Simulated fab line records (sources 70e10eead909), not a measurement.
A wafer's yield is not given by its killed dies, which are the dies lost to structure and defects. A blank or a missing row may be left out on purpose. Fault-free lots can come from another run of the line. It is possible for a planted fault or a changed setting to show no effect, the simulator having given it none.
Matching of chambers    flow nand harc    4 sister chambers for NHARC_P_ZERO_WELL_DESCUM_13 on rie diel-02
The step chemistry O2, time 3 s. 14 wafers are shown with their chamber, then 7 later ones without.

== WAFERS PAIRED WITH THEIR CHAMBERS ==
wafer   chamber  showerhead plenum p Torr (Torr)  oes product au (a.u.)  throttle valve pct (%)
L076.2  2        2.02                             0.992                  11.316
L076.3  3        1.89                             1.014                  11.316
L076.4  0        1.83                             1.007                  11.307
L079.1  0        1.82                             0.995                  11.309
L079.2  2        2.02                             0.998                  11.310
L079.5  0        1.82                             0.996                  11.315
L080.1  3        1.89                             1.016                  11.302
L080.3  2        2.02                             0.991                  11.299
L080.6  1        1.80                             0.985                  11.331
L081.1  2        2.02                             0.991                  11.317
L081.2  3        1.89                             1.004                  11.308
L081.4  0        1.82                             1.001                  11.332
L086.2  0        1.82                             1.003                  11.303
L086.5  3        1.89                             1.021                  11.313

SIGNATURES (means of the wafers above)
reading                   chamber 0  chamber 1  chamber 2  chamber 3  scatter within a chamber
showerhead plenum p Torr  1.8220     1.8000     2.0200     1.8900     0.00283
oes product au            1.00040    0.98500    0.99300    1.01375    0.00535
throttle valve pct        11.31320   11.33100   11.31050   11.30975   0.00914
Rule: a wafer lies at a distance from a chamber equal to the root of the sum of squares, over the readings, of (its reading less the chamber's mean, divided by the reading's scatter). If the next closest chamber is less than 2 further off than the closest, the wafer can't be placed; otherwise it belongs to the closest. How the scatter is found: for the shown wafers, subtract from each reading the mean of its chamber, square and add these, divide the total by (wafers less chambers), then take the root.

== WAFERS MISSING THEIR CHAMBER ==
wafer   showerhead plenum p Torr (Torr)  oes product au (a.u.)  throttle valve pct (%)
L086.6  1.82                             1.017                  11.313
L090.1  1.80                             0.986                  11.309
L090.3  1.82                             1.010                  11.312
L090.5  1.82                             0.999                  11.304
L093.1  1.82                             0.998                  11.309
L093.2  1.89                             1.008                  11.308
L093.4  2.01                             0.999                  11.330

== THE CHAMBER EACH PASSED THROUGH ==
wafer   from the rows above  in truth
L086.6  0                    0
L090.1  1                    1
L090.3  0                    0
L090.5  0                    0
L093.1  0                    0
L093.2  3                    3
L093.4  2                    2
Correctly placed: 7 of 7. Not placeable from these rows: 0. Number placed wrongly: 0.
